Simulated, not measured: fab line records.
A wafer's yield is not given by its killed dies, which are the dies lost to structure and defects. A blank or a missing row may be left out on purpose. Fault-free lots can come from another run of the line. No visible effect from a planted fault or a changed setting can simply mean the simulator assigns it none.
Chamber matching	flow n5 finfet	3 sister chambers for N5_BEOL_M1_ILD_DEP_00 on pecvd-01
The step deposits SiOC from DEMS/O2, target thk 79 nm, time 15.3 s. 3 wafers are shown with their chamber, then 7 later ones without.

## EACH WAFER AND ITS CHAMBER
wafer	chamber	heater power w (W)
L086.4	0	450
L085.1	1	520
L085.4	2	511

## WAFERS WITHOUT THEIR CHAMBER
wafer	heater power w (W)
L085.5	481
L089.2	472
L089.3	539
L089.6	535
L092.1	479
L092.2	529
L092.4	521

## WHICH CHAMBER EACH WENT THROUGH
wafer	from the rows above	in truth
L085.5	can't be placed: 2 or 0 or 1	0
L089.2	can't be placed: 0 or 2 or 1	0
L089.3	can't be placed: 1 or 2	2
L089.6	can't be placed: 1 or 2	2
L092.1	can't be placed: 0 or 2 or 1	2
L092.2	can't be placed: 1 or 2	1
L092.4	can't be placed: 1 or 2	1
0 of 7 placed correctly. Cannot be placed on the basis of these rows: 7; the candidates contain the true chamber in 7. Wrongly placed: 0.
How it was worked out, from the rows above alone: a wafer's distance from a chamber is the root of the sum, over the readings, of the square of ((its reading less the chamber's mean) divided by the reading's scatter). If the next closest chamber is less than 2 further off than the closest, the wafer can't be placed; otherwise it belongs to the closest. A chamber's mean is the mean of its shown wafers. The scatter: root of mean squared gap, hidden wafer to nearest shown wafer, with one shown wafer a chamber.
